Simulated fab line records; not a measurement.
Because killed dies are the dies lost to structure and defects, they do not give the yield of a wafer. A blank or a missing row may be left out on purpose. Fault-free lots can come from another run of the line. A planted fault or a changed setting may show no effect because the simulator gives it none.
Matching of chambers	flow n5Finfet	N5_SD_EPI_P_ETCHBACK_46 on rieDiel-05: 4 sister chambers
The step etches SiNx in CH3F/O2, stops on SiO2, target depth 17.5 nm. 16 wafers are shown with their chamber, then 8 later ones without.

## WAFERS WITH THEIR CHAMBER
wafer	chamber	showerheadPlenumPTorr (Torr)	throttleValvePct (%)	oes_o_777_au (a.u.)
L074.1	1	2.14	16.42	0.92
L074.3	0	2.12	16.13	0.90
L074.5	1	2.14	16.44	0.93
L079.2	2	1.88	16.77	0.68
L079.3	0	2.12	16.16	0.88
L079.5	2	1.88	16.77	0.68
L081.1	1	2.13	16.45	0.89
L081.2	3	1.96	15.95	0.91
L081.6	0	2.12	16.16	0.88
L082.1	3	1.96	15.94	0.91
L082.4	0	2.12	16.16	0.88
L082.5	0	2.12	16.17	0.87
L083.2	1	2.13	16.46	0.89
L083.4	0	2.12	16.17	0.87
L083.6	1	2.13	16.47	0.89
L094.3	1	2.12	16.49	0.86

SIGNATURES (means of the wafers above)
reading	chamber 0	chamber 1	chamber 2	chamber 3	scatter within a chamber
showerheadPlenumPTorr	2.1200	2.1317	1.8800	1.9600	0.00486
throttleValvePct	16.1583	16.4550	16.7700	15.9450	0.0184
oes_o_777_au	0.8800	0.8967	0.6800	0.9100	0.0176
Rule: distance of a wafer from a chamber = root of the sum over the readings of ((wafer's reading minus chamber's mean) / reading's scatter) squared. The wafer belongs to the nearest chamber; if the next one is less than 2 further off, it can't be placed. The scatter is the square root of a quotient: the sum, over the shown wafers, of each reading's squared deviation from its chamber's mean, divided by wafers minus chambers.

## WAFERS WITH NO CHAMBER GIVEN
wafer	showerheadPlenumPTorr (Torr)	throttleValvePct (%)	oes_o_777_au (a.u.)
L094.5	2.12	16.48	0.86
L094.6	2.11	16.21	0.85
L095.2	2.11	16.22	0.84
L095.5	1.95	16.00	0.86
L095.6	2.11	16.20	0.84
L096.1	2.12	16.34	0.92
L096.2	2.11	16.21	0.83
L096.5	1.95	16.02	0.85

## EACH ONE'S CHAMBER
wafer	from the rows above	in truth
L094.5	1	1
L094.6	0	0
L095.2	0	0
L095.5	3	3
L095.6	0	0
L096.1	1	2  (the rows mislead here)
L096.2	0	0
L096.5	3	3
Correctly placed: 7 of 8. Can't be placed from these rows: 0. Wrongly placed: 1.
